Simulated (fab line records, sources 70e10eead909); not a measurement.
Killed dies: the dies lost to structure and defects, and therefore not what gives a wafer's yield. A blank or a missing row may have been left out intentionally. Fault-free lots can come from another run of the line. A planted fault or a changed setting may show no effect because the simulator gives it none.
Which tool did it? || flow nand harc || 12 lots with 36 wafers sampled at 5 steps, on a route of 1159 steps

## WHAT EACH GAUGE READ, for each wafer
NHARC_END_SORT_01.
{"lot": "L975", "measured": "day 22 01:53", "on": "prober-01", "killed at array": "30 30 27", "killed at other": "0 0 0", "killed at periphery": "1 2 0", "killed dies": "31 32 27", "killed open": "2 4 1", "killed short": "3 2 1"}
{"lot": "L976", "measured": "day 23 22:22", "on": "prober-01", "killed at array": "29 37 25", "killed at other": "2 1 1", "killed at periphery": "4 7 5", "killed dies": "35 45 31", "killed open": "2 9 2", "killed short": "0 2 1"}
{"lot": "L979", "measured": "day 23 21:31", "on": "prober-02", "killed at array": "40 35 27", "killed at other": "0 1 0", "killed at periphery": "4 4 5", "killed dies": "44 40 32", "killed open": "5 5 5", "killed short": "2 2 1"}
{"lot": "L981", "measured": "day 24 05:45", "on": "prober-02", "killed at array": "40 40 50", "killed at other": "0 3 0", "killed at periphery": "2 2 7", "killed dies": "42 45 57", "killed open": "1 4 5", "killed short": "3 3 1"}
{"lot": "L983", "measured": "day 24 16:13", "on": "prober-01", "killed at array": "32 29", "killed at other": "0 1", "killed at periphery": "5 0", "killed dies": "37 30", "killed open": "2 2", "killed short": "1 1"}

## TOOL THAT RAN EACH LOT (tool first, then ch and the chambers of the sampled wafers, then the start)
{"lot": "L965", "NHARC_P_ZERO_WELL_PECVD_02": "pecvd-04 ch 1,2, day 1 12:28", "NHARC_P_ZERO_WELL_DESCUM_13": "rie diel-10 ch 1,2,3, day 1 13:32", "NHARC_P_ZERO_WELL_DESCUM_54": "rie diel-04 ch 0,1, day 1 17:47", "NHARC_P_STI_CMP_21": "cmp-03 ch 2,3, day 3 02:44"}
{"lot": "L967", "NHARC_P_ZERO_WELL_PECVD_02": "pecvd-03 ch 0,1, day 2 00:34", "NHARC_P_ZERO_WELL_DESCUM_13": "rie diel-04 ch 0,3, day 2 01:31", "NHARC_P_ZERO_WELL_DESCUM_54": "rie diel-10 ch 2,3, day 2 08:33", "NHARC_P_STI_CMP_21": "cmp-04 ch 0,1, day 4 01:23"}
{"lot": "L969", "NHARC_P_ZERO_WELL_PECVD_02": "pecvd-04 ch 0,1,2, day 2 12:33", "NHARC_P_ZERO_WELL_DESCUM_13": "rie diel-04 ch 1,2,3, day 2 13:29", "NHARC_P_ZERO_WELL_DESCUM_54": "rie diel-04 ch 2,3, day 2 18:10", "NHARC_P_STI_CMP_21": "cmp-03 ch 0,2, day 4 09:41"}
{"lot": "L970", "NHARC_P_ZERO_WELL_PECVD_02": "pecvd-04 ch 0,1,2, day 2 18:29", "NHARC_P_ZERO_WELL_DESCUM_13": "rie diel-10 ch 1,2,3, day 2 19:19", "NHARC_P_ZERO_WELL_DESCUM_54": "rie diel-10 ch 0,3, day 2 23:50", "NHARC_P_STI_CMP_21": "cmp-04 ch 0,1,2, day 4 09:44"}
{"lot": "L973", "NHARC_P_ZERO_WELL_PECVD_02": "pecvd-03 ch 0,2, day 3 12:26", "NHARC_P_ZERO_WELL_DESCUM_13": "rie diel-09 ch 1,2, day 3 13:24", "NHARC_P_ZERO_WELL_DESCUM_54": "rie diel-04 ch 0,1,2, day 3 17:56", "NHARC_P_STI_CMP_21": "cmp-03 ch 2,3, day 5 10:11"}
{"lot": "L975", "NHARC_P_ZERO_WELL_PECVD_02": "pecvd-03 ch 0,1,2, day 4 00:31", "NHARC_P_ZERO_WELL_DESCUM_13": "rie diel-09 ch 2,3, day 4 01:25", "NHARC_P_ZERO_WELL_DESCUM_54": "rie diel-10 ch 0,1, day 4 05:56", "NHARC_P_STI_CMP_21": "cmp-03 ch 0,2,3, day 5 14:40"}
{"lot": "L976", "NHARC_P_ZERO_WELL_PECVD_02": "pecvd-03 ch 0,1,2, day 4 06:29", "NHARC_P_ZERO_WELL_DESCUM_13": "rie diel-10 ch 0,1,3, day 4 07:25", "NHARC_P_ZERO_WELL_DESCUM_54": "rie diel-04 ch 2,3, day 4 11:56", "NHARC_P_STI_CMP_21": "cmp-01 ch 2,3, day 6 13:14"}
{"lot": "L978", "NHARC_P_ZERO_WELL_PECVD_02": "pecvd-02 ch 0,1,2, day 4 18:28", "NHARC_P_ZERO_WELL_DESCUM_13": "rie diel-04 ch 0,2,3, day 4 19:17", "NHARC_P_ZERO_WELL_DESCUM_54": "rie diel-04 ch 0,1,3, day 4 23:50", "NHARC_P_STI_CMP_21": "cmp-04 ch 1,2,3, day 6 13:12"}
{"lot": "L979", "NHARC_P_ZERO_WELL_PECVD_02": "pecvd-03 ch 0,1, day 5 00:26", "NHARC_P_ZERO_WELL_DESCUM_13": "rie diel-04 ch 0,1,2, day 5 01:23", "NHARC_P_ZERO_WELL_DESCUM_54": "rie diel-09 ch 0,1,2, day 5 06:01", "NHARC_P_STI_CMP_21": "cmp-03 ch 1,2,3, day 6 17:45"}
{"lot": "L980", "NHARC_P_ZERO_WELL_PECVD_02": "pecvd-03 ch 0,1,2, day 5 06:35", "NHARC_P_ZERO_WELL_DESCUM_13": "rie diel-04 ch 0,1, day 5 07:31", "NHARC_P_ZERO_WELL_DESCUM_54": "rie diel-09 ch 1,2, day 5 12:16", "NHARC_P_STI_CMP_21": "cmp-01 ch 2,3, day 7 07:00"}
{"lot": "L981", "NHARC_P_ZERO_WELL_PECVD_02": "pecvd-03 ch 1,2, day 5 12:31", "NHARC_P_ZERO_WELL_DESCUM_13": "rie diel-10 ch 0,2,3, day 5 13:28", "NHARC_P_ZERO_WELL_DESCUM_54": "rie diel-09 ch 0,2, day 5 17:56", "NHARC_P_STI_CMP_21": "cmp-03 ch 0,3, day 7 06:59"}
{"lot": "L983", "NHARC_P_ZERO_WELL_PECVD_02": "pecvd-04 ch 0,1,2, day 6 00:27", "NHARC_P_ZERO_WELL_DESCUM_13": "rie diel-04 ch 0,2, day 6 01:18", "NHARC_P_ZERO_WELL_DESCUM_54": "rie diel-10 ch 0,1,2, day 6 05:43", "NHARC_P_STI_CMP_21": "cmp-04 ch 0,1,2, day 7 19:23"}
- NHARC_P_ZERO_WELL_PECVD_02: deposits SiO2, target thk 10 nm.
- NHARC_P_ZERO_WELL_DESCUM_13: chemistry O2, time 3 s.
- NHARC_P_ZERO_WELL_DESCUM_54: chemistry O2, time 3 s.
- NHARC_P_STI_CMP_21: polishes, t overpolish 20 s, target thk 380.67 nm.

## WHAT THE TOOLS THEMSELVES READ (means of the sampled wafers that have a number; where no wafer has one, the mark that the record gives instead)
NHARC_P_ZERO_WELL_PECVD_02.
{"lot": "L965", "tool": "pecvd-04", "chamber pressure Torr (Torr)": 6.494}
{"lot": "L967", "tool": "pecvd-03", "chamber pressure Torr (Torr)": 6.499}
{"lot": "L969", "tool": "pecvd-04", "chamber pressure Torr (Torr)": 6.511}
{"lot": "L970", "tool": "pecvd-04", "chamber pressure Torr (Torr)": 6.516}
{"lot": "L973", "tool": "pecvd-03", "chamber pressure Torr (Torr)": 6.489}
{"lot": "L975", "tool": "pecvd-03", "chamber pressure Torr (Torr)": 6.499}
{"lot": "L976", "tool": "pecvd-03", "chamber pressure Torr (Torr)": 6.500}
{"lot": "L978", "tool": "pecvd-02", "chamber pressure Torr (Torr)": 6.507}
{"lot": "L979", "tool": "pecvd-03", "chamber pressure Torr (Torr)": 6.491}
{"lot": "L980", "tool": "pecvd-03", "chamber pressure Torr (Torr)": "-"}
{"lot": "L981", "tool": "pecvd-03", "chamber pressure Torr (Torr)": "-"}
{"lot": "L983", "tool": "pecvd-04", "chamber pressure Torr (Torr)": 6.504}

NHARC_P_ZERO_WELL_DESCUM_13.
{"lot": "L965", "tool": "rie diel-10", "drypump motor current A (A)": 6.1, "oes product au (a.u.)": 1.015, "rf vpp V (V)": 58.1, "showerhead plenum p Torr (Torr)": 1.99, "throttle valve pct (%)": 11.306}
{"lot": "L967", "tool": "rie diel-04", "drypump motor current A (A)": 6.3, "oes product au (a.u.)": 0.993, "rf vpp V (V)": 57.7, "showerhead plenum p Torr (Torr)": 1.93, "throttle valve pct (%)": 11.317}
{"lot": "L969", "tool": "rie diel-04", "drypump motor current A (A)": 6.3, "oes product au (a.u.)": 1.001, "rf vpp V (V)": 58.0, "showerhead plenum p Torr (Torr)": 1.90, "throttle valve pct (%)": 11.311}
{"lot": "L970", "tool": "rie diel-10", "drypump motor current A (A)": 6.1, "oes product au (a.u.)": 1.014, "rf vpp V (V)": 58.5, "showerhead plenum p Torr (Torr)": 1.99, "throttle valve pct (%)": 11.310}
{"lot": "L973", "tool": "rie diel-09", "drypump motor current A (A)": 5.5, "oes product au (a.u.)": 1.009, "rf vpp V (V)": 58.2, "showerhead plenum p Torr (Torr)": 1.93, "throttle valve pct (%)": 11.309}
{"lot": "L975", "tool": "rie diel-09", "drypump motor current A (A)": 5.7, "oes product au (a.u.)": 1.001, "rf vpp V (V)": 58.5, "showerhead plenum p Torr (Torr)": 1.92, "throttle valve pct (%)": 11.314}
{"lot": "L976", "tool": "rie diel-10", "drypump motor current A (A)": 6.0, "oes product au (a.u.)": 1.009, "rf vpp V (V)": 58.1, "showerhead plenum p Torr (Torr)": 2.00, "throttle valve pct (%)": 11.310}
{"lot": "L978", "tool": "rie diel-04", "drypump motor current A (A)": 6.3, "oes product au (a.u.)": 1.005, "rf vpp V (V)": 58.6, "showerhead plenum p Torr (Torr)": 1.92, "throttle valve pct (%)": 11.316}
{"lot": "L979", "tool": "rie diel-04", "drypump motor current A (A)": 6.1, "oes product au (a.u.)": 1.006, "rf vpp V (V)": 57.6, "showerhead plenum p Torr (Torr)": 1.90, "throttle valve pct (%)": 11.302}
{"lot": "L980", "tool": "rie diel-04", "drypump motor current A (A)": 6.0, "oes product au (a.u.)": 1.004, "rf vpp V (V)": 58.5, "showerhead plenum p Torr (Torr)": 1.90, "throttle valve pct (%)": 11.311}
{"lot": "L981", "tool": "rie diel-10", "drypump motor current A (A)": 6.1, "oes product au (a.u.)": 0.994, "rf vpp V (V)": 58.2, "showerhead plenum p Torr (Torr)": 1.98, "throttle valve pct (%)": 11.303}
{"lot": "L983", "tool": "rie diel-04", "drypump motor current A (A)": 6.2, "oes product au (a.u.)": 1.012, "rf vpp V (V)": 58.1, "showerhead plenum p Torr (Torr)": 1.92, "throttle valve pct (%)": 11.299}

NHARC_P_ZERO_WELL_DESCUM_54.
{"lot": "L965", "tool": "rie diel-04", "drypump motor current A (A)": 6.0, "oes product au (a.u.)": 0.998, "rf vpp V (V)": 57.9, "showerhead plenum p Torr (Torr)": 1.92, "throttle valve pct (%)": 11.305}
{"lot": "L967", "tool": "rie diel-10", "drypump motor current A (A)": 6.3, "oes product au (a.u.)": 1.013, "rf vpp V (V)": 58.5, "showerhead plenum p Torr (Torr)": 1.97, "throttle valve pct (%)": 11.306}
{"lot": "L969", "tool": "rie diel-04", "drypump motor current A (A)": 6.4, "oes product au (a.u.)": 0.991, "rf vpp V (V)": 58.4, "showerhead plenum p Torr (Torr)": 1.90, "throttle valve pct (%)": 11.309}
{"lot": "L970", "tool": "rie diel-10", "drypump motor current A (A)": 6.3, "oes product au (a.u.)": 1.017, "rf vpp V (V)": 57.6, "showerhead plenum p Torr (Torr)": 2.02, "throttle valve pct (%)": 11.311}
{"lot": "L973", "tool": "rie diel-04", "drypump motor current A (A)": 6.1, "oes product au (a.u.)": 0.998, "rf vpp V (V)": 58.0, "showerhead plenum p Torr (Torr)": 1.90, "throttle valve pct (%)": 11.314}
{"lot": "L975", "tool": "rie diel-10", "drypump motor current A (A)": 5.7, "oes product au (a.u.)": 1.000, "rf vpp V (V)": 57.6, "showerhead plenum p Torr (Torr)": 1.97, "throttle valve pct (%)": 11.299}
{"lot": "L976", "tool": "rie diel-04", "drypump motor current A (A)": 6.4, "oes product au (a.u.)": 0.984, "rf vpp V (V)": 58.6, "showerhead plenum p Torr (Torr)": 1.92, "throttle valve pct (%)": 11.311}
{"lot": "L978", "tool": "rie diel-04", "drypump motor current A (A)": 6.1, "oes product au (a.u.)": 1.002, "rf vpp V (V)": 58.3, "showerhead plenum p Torr (Torr)": 1.92, "throttle valve pct (%)": 11.310}
{"lot": "L979", "tool": "rie diel-09", "drypump motor current A (A)": 5.6, "oes product au (a.u.)": 1.008, "rf vpp V (V)": 58.4, "showerhead plenum p Torr (Torr)": 1.96, "throttle valve pct (%)": 11.314}
{"lot": "L980", "tool": "rie diel-09", "drypump motor current A (A)": 5.5, "oes product au (a.u.)": 1.005, "rf vpp V (V)": 57.6, "showerhead plenum p Torr (Torr)": 1.93, "throttle valve pct (%)": 11.308}
{"lot": "L981", "tool": "rie diel-09", "drypump motor current A (A)": 5.2, "oes product au (a.u.)": 1.002, "rf vpp V (V)": 58.7, "showerhead plenum p Torr (Torr)": 2.01, "throttle valve pct (%)": 11.314}
{"lot": "L983", "tool": "rie diel-10", "drypump motor current A (A)": 5.8, "oes product au (a.u.)": 1.004, "rf vpp V (V)": 58.6, "showerhead plenum p Torr (Torr)": 1.96, "throttle valve pct (%)": 11.314}

NHARC_P_STI_CMP_21.
{"lot": "L965", "tool": "cmp-03", "motor current A (A)": 12.5, "overpolish run s (s)": 20.001}
{"lot": "L967", "tool": "cmp-04", "motor current A (A)": 11.1, "overpolish run s (s)": 20.001}
{"lot": "L969", "tool": "cmp-03", "motor current A (A)": 13.5, "overpolish run s (s)": 20.001}
{"lot": "L970", "tool": "cmp-04", "motor current A (A)": 11.3, "overpolish run s (s)": 20.008}
{"lot": "L973", "tool": "cmp-03", "motor current A (A)": 12.4, "overpolish run s (s)": 20.000}
{"lot": "L975", "tool": "cmp-03", "motor current A (A)": 13.4, "overpolish run s (s)": 19.998}
{"lot": "L976", "tool": "cmp-01", "motor current A (A)": 12.2, "overpolish run s (s)": 19.997}
{"lot": "L978", "tool": "cmp-04", "motor current A (A)": 11.8, "overpolish run s (s)": 19.993}
{"lot": "L979", "tool": "cmp-03", "motor current A (A)": 12.7, "overpolish run s (s)": 20.000}
{"lot": "L980", "tool": "cmp-01", "motor current A (A)": 12.2, "overpolish run s (s)": 20.012}
{"lot": "L981", "tool": "cmp-03", "motor current A (A)": 14.5, "overpolish run s (s)": 20.003}
{"lot": "L983", "tool": "cmp-04", "motor current A (A)": 11.3, "overpolish run s (s)": 20.002}

## THE ANSWER, worked out from the rows above alone
Rule: what is usual is taken from the lots themselves. Put in order of their means at a reading, lots are off if they are a third of the lots or fewer, leave a main group of 4 or more, and stand apart from it by a gap of 3 or more times the standard deviation of the main group's means; of several such gaps the widest counts. Not used: any main group whose means are identical at the precision the tables above print for the reading. Also off: a lot with no number at a reading for which 4 or more lots have one. Any other lot the step has rows for is counted as sound. First the gauges in route order, then the tools' own readings, where a lot's mean is used as printed above. At the first step where some lot is off, the reading lying furthest off is the one used; lots without a number count as furthest.
Off at NHARC_END_SORT_01 (killed at array): L981. Mean 31 and standard deviation 1.8 in the main group. Neither off nor sound, because the step has no rows for them: L965, L967, L969, L970, L973, L978, L980.
If a tool, at a process step before that reading, ran all the lots that are off and no sound lot after the first of them, it fits. The gauges at NHARC_END_SORT_01 aren't tried: what is off there is off at NHARC_P_ZERO_WELL_PECVD_02 too, on other tools, and a gauge's error can't cause that. Can't be told from this: 4 tools fit, pecvd-03 at NHARC_P_ZERO_WELL_PECVD_02, rie diel-10 at NHARC_P_ZERO_WELL_DESCUM_13, rie diel-09 at NHARC_P_ZERO_WELL_DESCUM_54, cmp-03 at NHARC_P_STI_CMP_21.

## WHAT WAS PUT IN BY THE SIMULATOR
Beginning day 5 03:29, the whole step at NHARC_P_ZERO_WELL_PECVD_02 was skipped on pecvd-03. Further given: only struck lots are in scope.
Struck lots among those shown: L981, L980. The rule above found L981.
